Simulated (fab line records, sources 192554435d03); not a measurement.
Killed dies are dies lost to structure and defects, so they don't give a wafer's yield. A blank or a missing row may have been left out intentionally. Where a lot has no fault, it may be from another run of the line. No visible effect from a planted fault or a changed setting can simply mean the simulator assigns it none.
Matching of chambers | flow n5_finfet | rie_diel-05 running N5_BEOL_M3_VIA_ETCH_34: 4 sister chambers
The step etches the open film in C4F6/O2, target depth 69.4 nm, time 65.9 s. 14 wafers are shown with their chamber, then 7 later ones without.

== WAFERS, EACH WITH ITS CHAMBER ==
wafer  | chamber | showerhead_plenum_p_Torr (Torr) | throttle_valve_pct (%) | drypump_motor_current_A (A)
L075.1 | 1       | 2.82                            | 30.91                  | 5.68
L075.2 | 0       | 2.81                            | 31.16                  | 5.83
L075.4 | 3       | 2.75                            | 30.95                  | 5.99
L076.1 | 2       | 3.03                            | 31.20                  | 5.80
L076.3 | 3       | 2.75                            | 30.95                  | 5.97
L076.5 | 0       | 2.81                            | 31.16                  | 5.82
L080.2 | 3       | 2.75                            | 30.96                  | 5.98
L080.4 | 2       | 3.02                            | 31.21                  | 5.82
L080.5 | 1       | 2.82                            | 30.91                  | 5.68
L083.2 | 2       | 3.02                            | 31.22                  | 5.84
L083.4 | 1       | 2.82                            | 30.93                  | 5.67
L083.6 | 2       | 3.02                            | 31.21                  | 5.82
L084.1 | 2       | 3.02                            | 31.22                  | 5.81
L084.2 | 0       | 2.81                            | 31.18                  | 5.83

SIGNATURES (averages over the wafers above)
reading                  | chamber 0 | chamber 1 | chamber 2 | chamber 3 | scatter within a chamber
showerhead_plenum_p_Torr | 2.8100    | 2.8200    | 3.0220    | 2.7500    | 0.00283
throttle_valve_pct       | 31.1667   | 30.9167   | 31.2120   | 30.9533   | 0.00938
drypump_motor_current_A  | 5.8267    | 5.6767    | 5.8180    | 5.9800    | 0.011
Rule: for a wafer and a chamber, the distance is found by dividing, reading by reading, the gap between the wafer's reading and the chamber's mean by the reading's scatter, squaring, summing and taking the root. The wafer belongs to the nearest chamber; if the next one is less than 2 further off, it can't be placed. How the scatter is found: for the shown wafers, subtract from each reading the mean of its chamber, square and add these, divide the total by (wafers less chambers), then take the root.

== WAFERS WITH NO CHAMBER GIVEN ==
wafer  | showerhead_plenum_p_Torr (Torr) | throttle_valve_pct (%) | drypump_motor_current_A (A)
L084.3 | 2.81                            | 30.93                  | 5.68
L091.1 | 3.01                            | 31.23                  | 5.81
L091.4 | 2.81                            | 30.64                  | 5.67
L091.5 | 3.01                            | 31.24                  | 5.80
L096.1 | 2.74                            | 31.00                  | 6.01
L096.4 | 2.81                            | 30.67                  | 5.68
L096.5 | 2.74                            | 30.99                  | 6.02

== CHAMBER TAKEN BY EACH ==
wafer  | from the rows above | in truth
L084.3 | 1                   | 1
L091.1 | 2                   | 2
L091.4 | 1                   | 1
L091.5 | 2                   | 2
L096.1 | 3                   | 3
L096.4 | 1                   | 1
L096.5 | 3                   | 3
Correct placement for 7 of the 7. Number that these rows cannot place: 0. Wrongly placed: 0.
